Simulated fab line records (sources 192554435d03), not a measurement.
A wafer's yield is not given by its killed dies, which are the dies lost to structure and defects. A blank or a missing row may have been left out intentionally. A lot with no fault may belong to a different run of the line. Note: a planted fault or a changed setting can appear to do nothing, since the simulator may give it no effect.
Chamber matching + flow n5-finfet + N5_STI_FIN_REVEAL_STRIP_24 on rie-diel-04: 4 sister chambers
The step strips in N2/H2, time 90 s. 16 wafers are shown with their chamber, then 8 later ones without.

WAFERS, EACH WITH ITS CHAMBER
| wafer  | chamber | showerhead-plenum-p-Torr (Torr) | throttle-valve-pct (%) | oes-product-au (a.u.) |
|--------|---------|---------------------------------|------------------------|-----------------------|
| L075.3 | 2       | 3.32                            | 12.04                  | 0.93                  |
| L075.4 | 3       | 3.60                            | 11.88                  | 0.98                  |
| L075.5 | 2       | 3.32                            | 12.01                  | 0.92                  |
| L080.1 | 2       | 3.31                            | 12.07                  | 0.91                  |
| L080.3 | 1       | 3.34                            | 12.51                  | 0.68                  |
| L080.6 | 2       | 3.31                            | 12.06                  | 0.89                  |
| L084.3 | 2       | 3.31                            | 12.07                  | 0.89                  |
| L084.5 | 1       | 3.33                            | 12.55                  | 0.68                  |
| L084.6 | 0       | 3.33                            | 12.34                  | 0.70                  |
| L085.2 | 1       | 3.33                            | 12.55                  | 0.68                  |
| L085.4 | 1       | 3.33                            | 12.56                  | 0.67                  |
| L085.6 | 2       | 3.30                            | 12.09                  | 0.88                  |
| L090.1 | 0       | 3.32                            | 12.38                  | 0.70                  |
| L090.3 | 1       | 3.33                            | 12.55                  | 0.67                  |
| L090.6 | 0       | 3.32                            | 12.38                  | 0.68                  |
| L091.4 | 1       | 3.33                            | 12.56                  | 0.67                  |

SIGNATURES (means of the wafers above)
| reading                  | chamber 0 | chamber 1 | chamber 2 | chamber 3 | scatter within a chamber |
|--------------------------|-----------|-----------|-----------|-----------|--------------------------|
| showerhead-plenum-p-Torr | 3.3233    | 3.3317    | 3.3117    | 3.6000    | 0.00601                  |
| throttle-valve-pct       | 12.3667   | 12.5467   | 12.0567   | 11.8800   | 0.0237                   |
| oes-product-au           | 0.6933    | 0.6750    | 0.9033    | 0.9800    | 0.014                    |
Rule: a wafer's distance from a chamber is the root of the sum, over the readings, of the square of ((its reading less the chamber's mean) divided by the reading's scatter). If the next closest chamber is less than 2 further off than the closest, the wafer can't be placed; otherwise it belongs to the closest. The scatter is the square root of a quotient: the sum, over the shown wafers, of each reading's squared deviation from its chamber's mean, divided by wafers minus chambers.

WAFERS MISSING THEIR CHAMBER
| wafer  | showerhead-plenum-p-Torr (Torr) | throttle-valve-pct (%) | oes-product-au (a.u.) |
|--------|---------------------------------|------------------------|-----------------------|
| L091.5 | 3.32                            | 12.38                  | 0.68                  |
| L091.6 | 3.58                            | 11.98                  | 0.88                  |
| L092.1 | 3.57                            | 11.99                  | 0.87                  |
| L092.4 | 3.29                            | 12.11                  | 0.85                  |
| L092.6 | 3.33                            | 12.58                  | 0.67                  |
| L097.1 | 3.57                            | 12.02                  | 0.85                  |
| L097.4 | 3.29                            | 12.17                  | 0.83                  |
| L097.5 | 3.57                            | 12.03                  | 0.85                  |

CHAMBER TAKEN BY EACH
| wafer  | from the rows above | in truth |
|--------|---------------------|----------|
| L091.5 | 0                   | 0        |
| L091.6 | 3                   | 3        |
| L092.1 | 3                   | 3        |
| L092.4 | 2                   | 2        |
| L092.6 | 1                   | 1        |
| L097.1 | 3                   | 3        |
| L097.4 | 2                   | 2        |
| L097.5 | 3                   | 3        |
8 of 8 placed correctly. Number that these rows cannot place: 0. Wrongly placed: 0.
